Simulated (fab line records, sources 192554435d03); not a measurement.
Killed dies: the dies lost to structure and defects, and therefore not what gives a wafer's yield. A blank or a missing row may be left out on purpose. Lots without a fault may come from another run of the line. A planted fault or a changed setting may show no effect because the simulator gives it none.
Matching of chambers ; flow n5Finfet ; N5_STI_FIN_REVEAL_ALD_14 on aldSin-01 has 4 sister chambers
The step deposits Si3N4, target thk 3 nm. 8 wafers are shown with their chamber, then 12 later ones without.

== EACH WAFER AND ITS CHAMBER ==
wafer;chamber;heaterPowerW (W)
L081.5;3;1158
L082.6;3;1150
L087.2;0;728
L087.3;2;762
L087.6;1;743
L090.1;0;726
L090.2;2;762
L090.6;1;755

== WAFERS MISSING THEIR CHAMBER ==
wafer;heaterPowerW (W)
L091.1;1172
L091.2;765
L091.3;784
L092.2;760
L092.3;1155
L092.6;728
L093.1;803
L093.2;738
L093.6;751
L095.2;1172
L095.3;751
L095.5;1213

== WHICH CHAMBER EACH WENT THROUGH ==
wafer;from the rows above;in truth
L091.1;3;3
L091.2;2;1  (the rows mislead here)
L091.3;2;2
L092.2;can't be placed: 2 or 1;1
L092.3;3;3
L092.6;0;0
L093.1;2;2
L093.2;can't be placed: 0 or 1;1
L093.6;can't be placed: 1 or 2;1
L095.2;3;3
L095.3;can't be placed: 1 or 2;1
L095.5;3;3
Correct placement for 7 of the 12. Not placeable from these rows: 4 (in 4, the candidates include the true chamber). Number placed wrongly: 1.
How it was worked out, from the rows above alone: a wafer's distance from a chamber is the root of the sum, over the readings, of the square of ((its reading less the chamber's mean) divided by the reading's scatter). If the next closest chamber is less than 2 further off than the closest, the wafer can't be placed; otherwise it belongs to the closest. For every chamber, the mean is computed from those of its wafers that are shown. The scatter is the square root of a quotient: the sum, over the shown wafers, of each reading's squared deviation from its chamber's mean, divided by wafers minus chambers.
